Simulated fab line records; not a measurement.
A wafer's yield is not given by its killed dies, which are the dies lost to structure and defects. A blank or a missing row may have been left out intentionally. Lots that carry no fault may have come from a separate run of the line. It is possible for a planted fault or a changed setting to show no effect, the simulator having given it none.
Which tool is to blame?    flow n5_finfet    24 lots, 72 wafers sampled, at 4 steps of a route of 1938

## WHAT EACH GAUGE READ, for each wafer
N5_BEOL_M9_CD_MEAS_11: target cd 64.1 nm. Usual: cd_nm at 63.4 nm, with a standard deviation of 0.6.
lot   measured      on         cd_nm (nm)      flag
L074  day 9 10:48   cd_sem-01  62.7 63.8 62.7  
L075  day 10 04:01  cd_sem-03  63.0 63.3 63.7  
L077  day 10 08:33  cd_sem-02  62.6 62.7 62.8  
L076  day 10 22:57  cd_sem-01  62.7 63.5 64.6  
L081  day 11 05:01  cd_sem-03  63.3 62.9 63.1  
L079  day 11 06:16  cd_sem-01  64.2 63.1 64.0  
L080  day 11 07:20  cd_sem-01  62.8 62.6 62.9  
L082  day 12 08:14  cd_sem-01  62.7 63.2 63.1  
L078  day 12 12:21  cd_sem-03  64.2 64.4 62.7  
L083  day 12 15:12  cd_sem-01  63.4 63.5 63.0  
L084  day 12 20:01  cd_sem-02  63.4 63.4 63.5  
L085  day 13 10:52  cd_sem-02  63.8 63.8 63.3  
L086  day 13 11:22  cd_sem-01  63.9 63.3 62.7  
L088  day 13 20:35  cd_sem-01  64.2 62.4 64.1  
L087  day 14 04:58  cd_sem-02  64.1 63.4 63.6  
L090  day 14 15:07  cd_sem-01  64.1 64.3 64.0  
L089  day 14 23:43  cd_sem-02  64.1 63.4 63.1  
L091  day 15 04:59  cd_sem-03  62.6 63.3 62.9  
L092  day 15 14:16  cd_sem-02  62.2 63.7 63.3  
L095  day 15 17:59  cd_sem-03  63.7 63.8 62.9  
L093  day 15 18:13  cd_sem-02  63.3 64.5 63.0  
L094  day 15 18:31  cd_sem-03  63.3 63.5 63.6  
L097  day 15 23:46  cd_sem-03  63.2 63.7 64.2  
L096  day 16 03:20  cd_sem-01  63.3 62.9 63.9  

N5_BEOL_M10_CD_MEAS_11: target cd 64.1 nm. Usual: cd_nm at 64.8 nm, with a standard deviation of 0.65.
lot   measured      on         cd_nm (nm)      flag
L074  day 10 03:55  cd_sem-02  65.0 65.2 64.3  
L075  day 10 12:49  cd_sem-03  65.3 64.3 66.0  
L077  day 10 20:46  cd_sem-03  65.6 65.7 64.3  
L076  day 11 15:31  cd_sem-01  65.1 64.8 64.5  
L081  day 11 16:01  cd_sem-01  64.5 64.0 64.8  
L079  day 11 15:41  cd_sem-01  64.9 65.5 64.8  
L080  day 11 18:56  cd_sem-02  64.4 64.4 64.2  
L082  day 12 14:53  cd_sem-01  64.1 64.6 64.6  
L078  day 12 18:27  cd_sem-01  62.8 63.9 63.2  
L083  day 12 22:56  cd_sem-01  65.0 64.9 65.1  
L084  day 13 02:25  cd_sem-01  64.8 64.1 64.7  
L085  day 13 17:29  cd_sem-02  64.2 64.4 64.5  
L086  day 13 20:16  cd_sem-02  64.6 64.4 64.7  
L088  day 14 05:35  cd_sem-02  65.9 65.1 65.3  
L087  day 14 14:23  cd_sem-01  65.2 64.4 64.9  
L090  day 15 01:18  cd_sem-03  64.5 65.2 64.4  
L089  day 15 08:03  cd_sem-01  64.6 65.4 64.2  
L091  day 15 11:23  cd_sem-01  63.7 63.9 64.9  
L092  day 15 23:57  cd_sem-03  64.3 64.3 64.1  
L095  day 16 02:27  cd_sem-03  64.8 64.5 64.1  
L093  day 16 02:14  cd_sem-03  65.2 65.6 66.0  
L094  day 16 02:58  cd_sem-03  64.9 64.7 64.3  
L097  day 16 10:35  cd_sem-01  64.7 64.5 63.8  
L096  day 16 11:01  cd_sem-03  64.1 64.7 65.8  

## EACH LOT AND THE TOOL THAT RAN IT (in order: tool; ch and the chambers of the sampled wafers; start)
lot   N5_BEOL_M9_DEGAS_44           N5_BEOL_M9_DEP_56
L074  pvd_sputter-03, day 9 22:54   pecvd-02 ch 0,2, day 10 01:09
L075  pvd_sputter-01, day 10 08:31  pecvd-03 ch 0,1, day 10 10:00
L077  pvd_sputter-03, day 10 16:31  pecvd-02 ch 0,1, day 10 18:25
L076  pvd_sputter-03, day 11 09:14  pecvd-02 ch 0,2, day 11 10:41
L081  pvd_sputter-02, day 11 10:53  pecvd-04 ch 0,2, day 11 13:46
L079  pvd_sputter-02, day 11 10:41  pecvd-03 ch 1,2, day 11 12:12
L080  pvd_sputter-01, day 11 11:17  pecvd-02 ch 0,1,2, day 11 15:45
L082  pvd_sputter-03, day 12 10:54  pecvd-04 ch 0,1,2, day 12 12:23
L078  pvd_sputter-01, day 12 14:48  pecvd-04 ch 0,1, day 12 16:32
L083  pvd_sputter-03, day 12 19:18  pecvd-02 ch 0,1,2, day 12 21:08
L084  pvd_sputter-03, day 12 22:41  pecvd-02 ch 0,2, day 13 00:23
L085  pvd_sputter-01, day 13 13:50  pecvd-03 ch 0,1,2, day 13 16:00
L086  pvd_sputter-02, day 13 14:41  pecvd-02 ch 0,1,2, day 13 17:31
L088  pvd_sputter-01, day 14 01:16  pecvd-02 ch 0,1,2, day 14 03:01
L087  pvd_sputter-01, day 14 09:23  pecvd-04 ch 1,2, day 14 12:14
L090  pvd_sputter-02, day 14 20:12  pecvd-04 ch 1,2, day 14 23:30
L089  pvd_sputter-01, day 15 03:59  pecvd-04 ch 0,1,2, day 15 05:34
L091  pvd_sputter-03, day 15 07:41  pecvd-04 ch 0,1,2, day 15 09:23
L092  pvd_sputter-01, day 15 18:34  pecvd-04 ch 1,2, day 15 20:52
L095  pvd_sputter-03, day 15 20:32  pecvd-04 ch 1,2, day 16 00:10
L093  pvd_sputter-03, day 15 20:25  pecvd-04 ch 0,1, day 15 23:34
L094  pvd_sputter-03, day 15 23:01  pecvd-03 ch 0,1, day 16 00:45
L097  pvd_sputter-02, day 16 02:23  pecvd-03 ch 0,1,2, day 16 06:29
L096  pvd_sputter-01, day 16 05:40  pecvd-03 ch 0,1,2, day 16 07:17
- N5_BEOL_M9_DEGAS_44: time 60 s.
- N5_BEOL_M9_DEP_56: deposits SiCN from 3MS/NH3, target thk 15 nm, time 26.5 s.

## AS READ BY THE TOOLS THEMSELVES (means over the sampled wafers that have a number; for cases with no such wafer, the mark the record gives instead)
N5_BEOL_M9_DEGAS_44. Usual: heater_power_w at 325 W, with a standard deviation of 22.
lot   tool            heater_power_w (W)  flag
L074  pvd_sputter-03  324                 
L075  pvd_sputter-01  312                 
L077  pvd_sputter-03  321                 
L076  pvd_sputter-03  324                 
L081  pvd_sputter-02  351                 
L079  pvd_sputter-02  357                 
L080  pvd_sputter-01  313                 
L082  pvd_sputter-03  315                 
L078  pvd_sputter-01  316                 
L083  pvd_sputter-03  326                 
L084  pvd_sputter-03  332                 
L085  pvd_sputter-01  304                 
L086  pvd_sputter-02  349                 
L088  pvd_sputter-01  311                 
L087  pvd_sputter-01  306                 
L090  pvd_sputter-02  324                 
L089  pvd_sputter-01  303                 
L091  pvd_sputter-03  328                 
L092  pvd_sputter-01  305                 
L095  pvd_sputter-03  326                 
L093  pvd_sputter-03  315                 
L094  pvd_sputter-03  328                 
L097  pvd_sputter-02  351                 
L096  pvd_sputter-01  302                 

N5_BEOL_M9_DEP_56. Usual: rf_fwd_power_W 200.2 W, standard deviation 0.72; showerhead_plenum_p_Torr 3.667 Torr, standard deviation 0.013; throttle_valve_pct 9.09 %, standard deviation 0.29.
lot   tool      rf_fwd_power_W (W)  showerhead_plenum_p_Torr (Torr)  throttle_valve_pct (%)  flag
L074  pecvd-02  200.4               3.668                            9.03                    
L075  pecvd-03  199.7               3.657                            8.96                    
L077  pecvd-02  200.8               3.674                            8.77                    
L076  pecvd-02  201.2               3.673                            9.01                    
L081  pecvd-04  199.9               3.679                            8.99                    
L079  pecvd-03  200.6               3.650                            9.10                    
L080  pecvd-02  200.0               3.666                            9.05                    
L082  pecvd-04  199.8               3.675                            9.06                    
L078  pecvd-04  199.6               3.668                            9.11                    
L083  pecvd-02  200.7               3.674                            8.89                    
L084  pecvd-02  200.3               3.666                            8.94                    
L085  pecvd-03  200.9               3.649                            9.00                    
L086  pecvd-02  200.5               3.669                            9.20                    
L088  pecvd-02  200.3               3.677                            9.07                    
L087  pecvd-04  200.0               3.676                            9.16                    
L090  pecvd-04  199.6               3.678                            9.30                    
L089  pecvd-04  199.8               3.673                            9.25                    
L091  pecvd-04  200.1               3.675                            9.05                    
L092  pecvd-04  199.9               3.675                            9.31                    
L095  pecvd-04  199.5               3.680                            9.33                    
L093  pecvd-04  200.6               3.667                            9.07                    
L094  pecvd-03  200.4               3.652                            9.20                    
L097  pecvd-03  200.7               3.658                            9.01                    
L096  pecvd-03  199.8               3.655                            9.02                    

## THE ANSWER, worked out from the rows above alone
Rule: a lot counts as off when the mean over its wafers that have a number is more than 3 standard deviations away from the usual mean. Also off: a lot with no number at a reading for which 4 or more lots have one. Where the step has rows for the other lots, those lots are counted as sound. First the gauges in route order, then the tools' own readings, where a lot's mean is used as printed above. At the first step where some lot is off, the reading lying furthest off is the one used; lots without a number count as furthest.
Nothing can be told from this: no lot is off at any reading shown.

## WHAT THE SIMULATOR PUT IN
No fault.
